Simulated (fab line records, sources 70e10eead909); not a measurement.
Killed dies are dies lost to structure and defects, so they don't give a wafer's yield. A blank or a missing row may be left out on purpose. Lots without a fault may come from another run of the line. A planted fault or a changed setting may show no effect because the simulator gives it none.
A struck lot beside a sound one | flow nand_harc | 15 steps out of a route of 1159
Sound: wafers L202.2, L202.3, L202.4. Struck: wafers L199.2, L199.4, L199.5. The cause comes at the end.
At each step with rows: each side's tool, then ch and its chambers, then its first start. Under that, the readings that differ: sound wafers | struck wafers | difference of the means | sigmas: that difference in standard deviations of wafers without a fault.
alike: readings whose means differ by less than 2 such deviations, and words and numbers that are the same on both sides. not compared: withheld readings, readings that some wafer has no value for, bounds like >300 that may hide the same value, and numbers for which the record gives no deviation and whose values overlap.
The two part at a step that has a row with sigmas, a row that says differs or no value, or rows on one side only. Numbers that don't overlap but have no deviation are shown without sigmas and don't part them. A reading that every wafer of one side lacks parts them only if that side has two wafers or more.

NHARC_P_M2_CD_MEAS_09: target cd 170 nm.
  sound on cd_sem-03 ch 0, day 7 14:00; struck on cd_sem-01 ch 0, day 6 21:59
  alike: cd_nm
NHARC_P_M2_OVL_MEAS_10: pitch 340 nm.
  sound on overlay-02, day 7 14:05; struck on overlay-01, day 6 22:05
  alike: overlay_x_nm, overlay_y_nm
NHARC_P_M2_INSPECT_11:
  sound on defect_inspect-01, day 7 14:08; struck on defect_inspect-02, day 6 22:07
  alike: raw_defect_count
NHARC_P_M2_DESCUM_14: chemistry O2, time 3 s.
  sound on rie_diel-12 ch 1,2,3, day 7 14:11; struck on rie_diel-12 ch 1,2,3, day 6 22:11
  alike: drypump_motor_current_A, oes_product_au, rf_vpp_V, showerhead_plenum_p_Torr, throttle_valve_pct
  not compared: rf_hours_counter_h
NHARC_P_M2_ETCH_35: etches the open film in N2/H2, target depth 40 nm, overetch 12 nm, time 43.94 s.
  sound on rie_diel-12 ch 0,2,3, day 7 14:16; struck on rie_diel-12 ch 0,3, day 6 22:16
  reading               | sound             | struck            | difference | sigmas
  oes_product_au (a.u.) | 0.993 0.991 0.977 | 1.012 1.002 1.001 | +0.018     | +2
  alike: drypump_motor_current_A, h2_flow_sccm, n2_flow_sccm, rf_vpp_V, showerhead_plenum_p_Torr, throttle_valve_pct
  not compared: rf_hours_counter_h
then, 1 step without rows for these wafers: NHARC_P_M2_ETCH_15 (etches the open film in C4F8/Ar, target depth 182.5 nm, time 91.2 s).
NHARC_P_M2_CD_MEAS_16:
  sound on cd_sem-02, day 7 14:30; struck on cd_sem-02, day 6 22:29
  alike: cd_nm
then, 1 step without rows for these wafers: NHARC_P_M2_STRIP_18 (strips in N2/H2).
NHARC_P_M2_ETCH_28: etches the open film in CF4/N2, target depth 30 nm, time 72.99 s.
  sound on rie_diel-09 ch 0,1,3; struck on rie_diel-12 ch 0,3
  alike: drypump_motor_current_A, n2_flow_sccm, oes_product_au, rf_vpp_V, showerhead_plenum_p_Torr, throttle_valve_pct
  not compared: rf_hours_counter_h
then, 2 steps without rows for these wafers: NHARC_P_M2_STRIP_19 (strips in post etch residue remover, time 600 s); NHARC_P_M2_DEGAS_29 (time 60 s).
NHARC_P_M2_PRE_CLEAN_30: time 30 s.
  sound on pvd_sputter-03; struck on pvd_sputter-02
  alike: heater_power_w
NHARC_P_M2_PVD_20: deposits TaN, target thk 5 nm, time 8.06 s.
  sound on pvd_sputter-03, day 7 15:23; struck on pvd_sputter-02, day 6 23:37
  alike: throttle_valve_pct
NHARC_P_M2_PVD_21: deposits Cu, target thk 30 nm, time 20.49 s.
  sound on pvd_sputter-03; struck on pvd_sputter-02
  reading                | sound          | struck         | difference | sigmas
  throttle_valve_pct (%) | 30.4 32.3 31.2 | 30.1 27.6 27.6 | -2.9       | -2
-- the record jumps here: 13 days lie between the struck wafers' starts before and after (it left off in module P_M2 and takes up again in module END, whose first step shown is number 1159 of the route) --
NHARC_END_SORT_01:
  the record has rows for the struck wafers here (prober-01 ch 0, day 19 20:31) and none for the sound ones

WHERE THEY PART
First at NHARC_P_M2_ETCH_35; last, within this record, at NHARC_END_SORT_01.

WHY: what the simulator had put in
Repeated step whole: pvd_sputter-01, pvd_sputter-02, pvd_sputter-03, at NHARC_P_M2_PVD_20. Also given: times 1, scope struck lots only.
